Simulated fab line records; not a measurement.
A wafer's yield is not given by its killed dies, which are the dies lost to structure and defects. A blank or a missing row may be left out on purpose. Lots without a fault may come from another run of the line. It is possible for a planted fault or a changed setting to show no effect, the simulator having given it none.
Chamber matching || flow n5 finfet || 4 sister chambers for N5_BEOL_M5_ETCH_67 on rie diel-04
The step etches SiARC in CF4, target depth 15.6 nm, time 26 s. 20 wafers are shown with their chamber, then 10 later ones without.

== WAFERS PAIRED WITH THEIR CHAMBERS ==
{"wafer": "L083.1", "chamber": 3, "showerhead plenum p Torr (Torr)": 2.28, "drypump motor current A (A)": 5.7, "oes product au (a.u.)": 0.85}
{"wafer": "L083.2", "chamber": 0, "showerhead plenum p Torr (Torr)": 2.13, "drypump motor current A (A)": 6.1, "oes product au (a.u.)": 0.60}
{"wafer": "L083.5", "chamber": 1, "showerhead plenum p Torr (Torr)": 2.05, "drypump motor current A (A)": 6.6, "oes product au (a.u.)": 0.64}
{"wafer": "L079.2", "chamber": 0, "showerhead plenum p Torr (Torr)": 2.13, "drypump motor current A (A)": 6.1, "oes product au (a.u.)": 0.61}
{"wafer": "L079.4", "chamber": 1, "showerhead plenum p Torr (Torr)": 2.05, "drypump motor current A (A)": 6.6, "oes product au (a.u.)": 0.65}
{"wafer": "L079.6", "chamber": 2, "showerhead plenum p Torr (Torr)": 2.22, "drypump motor current A (A)": 5.5, "oes product au (a.u.)": 0.63}
{"wafer": "L082.2", "chamber": 1, "showerhead plenum p Torr (Torr)": 2.05, "drypump motor current A (A)": 6.6, "oes product au (a.u.)": 0.63}
{"wafer": "L082.4", "chamber": 2, "showerhead plenum p Torr (Torr)": 2.22, "drypump motor current A (A)": 5.5, "oes product au (a.u.)": 0.63}
{"wafer": "L082.5", "chamber": 1, "showerhead plenum p Torr (Torr)": 2.05, "drypump motor current A (A)": 6.5, "oes product au (a.u.)": 0.63}
{"wafer": "L084.1", "chamber": 0, "showerhead plenum p Torr (Torr)": 2.13, "drypump motor current A (A)": 6.1, "oes product au (a.u.)": 0.60}
{"wafer": "L084.4", "chamber": 2, "showerhead plenum p Torr (Torr)": 2.22, "drypump motor current A (A)": 5.5, "oes product au (a.u.)": 0.64}
{"wafer": "L084.5", "chamber": 3, "showerhead plenum p Torr (Torr)": 2.28, "drypump motor current A (A)": 5.6, "oes product au (a.u.)": 0.83}
{"wafer": "L087.3", "chamber": 1, "showerhead plenum p Torr (Torr)": 2.05, "drypump motor current A (A)": 6.6, "oes product au (a.u.)": 0.64}
{"wafer": "L087.5", "chamber": 0, "showerhead plenum p Torr (Torr)": 2.13, "drypump motor current A (A)": 6.1, "oes product au (a.u.)": 0.60}
{"wafer": "L087.6", "chamber": 1, "showerhead plenum p Torr (Torr)": 2.05, "drypump motor current A (A)": 6.5, "oes product au (a.u.)": 0.63}
{"wafer": "L086.1", "chamber": 1, "showerhead plenum p Torr (Torr)": 2.05, "drypump motor current A (A)": 6.6, "oes product au (a.u.)": 0.63}
{"wafer": "L086.3", "chamber": 3, "showerhead plenum p Torr (Torr)": 2.28, "drypump motor current A (A)": 5.6, "oes product au (a.u.)": 0.80}
{"wafer": "L086.4", "chamber": 0, "showerhead plenum p Torr (Torr)": 2.13, "drypump motor current A (A)": 6.1, "oes product au (a.u.)": 0.59}
{"wafer": "L090.1", "chamber": 3, "showerhead plenum p Torr (Torr)": 2.27, "drypump motor current A (A)": 5.7, "oes product au (a.u.)": 0.80}
{"wafer": "L090.4", "chamber": 2, "showerhead plenum p Torr (Torr)": 2.21, "drypump motor current A (A)": 5.5, "oes product au (a.u.)": 0.63}

SIGNATURES, as means of the wafers listed above
{"reading": "showerhead plenum p Torr", "chamber 0": 2.1300, "chamber 1": 2.0500, "chamber 2": 2.2175, "chamber 3": 2.2775, "scatter within a chamber": 0.00306}
{"reading": "drypump motor current A", "chamber 0": 6.100, "chamber 1": 6.571, "chamber 2": 5.500, "chamber 3": 5.650, "scatter within a chamber": 0.039}
{"reading": "oes product au", "chamber 0": 0.6000, "chamber 1": 0.6357, "chamber 2": 0.6325, "chamber 3": 0.8200, "scatter within a chamber": 0.0124}
Rule: for each reading, subtract the chamber's mean from the wafer's reading, divide by that reading's scatter and square the result; add these up over the readings and take the root, which gives the wafer's distance from the chamber. If the next closest chamber is less than 2 further off than the closest, the wafer can't be placed; otherwise it belongs to the closest. The scatter is the square root of a quotient: the sum, over the shown wafers, of each reading's squared deviation from its chamber's mean, divided by wafers minus chambers.

== WAFERS WHOSE CHAMBER IS MISSING ==
{"wafer": "L090.5", "showerhead plenum p Torr (Torr)": 2.21, "drypump motor current A (A)": 5.5, "oes product au (a.u.)": 0.63}
{"wafer": "L091.1", "showerhead plenum p Torr (Torr)": 2.21, "drypump motor current A (A)": 5.5, "oes product au (a.u.)": 0.63}
{"wafer": "L091.4", "showerhead plenum p Torr (Torr)": 2.27, "drypump motor current A (A)": 5.6, "oes product au (a.u.)": 0.80}
{"wafer": "L091.5", "showerhead plenum p Torr (Torr)": 2.12, "drypump motor current A (A)": 6.1, "oes product au (a.u.)": 0.59}
{"wafer": "L092.1", "showerhead plenum p Torr (Torr)": 2.12, "drypump motor current A (A)": 6.1, "oes product au (a.u.)": 0.60}
{"wafer": "L092.4", "showerhead plenum p Torr (Torr)": 2.27, "drypump motor current A (A)": 5.6, "oes product au (a.u.)": 0.80}
{"wafer": "L092.5", "showerhead plenum p Torr (Torr)": 2.21, "drypump motor current A (A)": 5.5, "oes product au (a.u.)": 0.62}
{"wafer": "L095.3", "showerhead plenum p Torr (Torr)": 2.21, "drypump motor current A (A)": 5.5, "oes product au (a.u.)": 0.62}
{"wafer": "L095.5", "showerhead plenum p Torr (Torr)": 2.27, "drypump motor current A (A)": 5.7, "oes product au (a.u.)": 0.79}
{"wafer": "L095.6", "showerhead plenum p Torr (Torr)": 2.12, "drypump motor current A (A)": 6.1, "oes product au (a.u.)": 0.59}

== THE CHAMBER EACH PASSED THROUGH ==
{"wafer": "L090.5", "from the rows above": 2, "in truth": 2}
{"wafer": "L091.1", "from the rows above": 2, "in truth": 2}
{"wafer": "L091.4", "from the rows above": 3, "in truth": 3}
{"wafer": "L091.5", "from the rows above": 0, "in truth": 0}
{"wafer": "L092.1", "from the rows above": 0, "in truth": 0}
{"wafer": "L092.4", "from the rows above": 3, "in truth": 3}
{"wafer": "L092.5", "from the rows above": 2, "in truth": 2}
{"wafer": "L095.3", "from the rows above": 2, "in truth": 2}
{"wafer": "L095.5", "from the rows above": 3, "in truth": 3}
{"wafer": "L095.6", "from the rows above": 0, "in truth": 0}
10 of 10 placed correctly. From these rows, 0 cannot be placed. 0 placed wrongly.
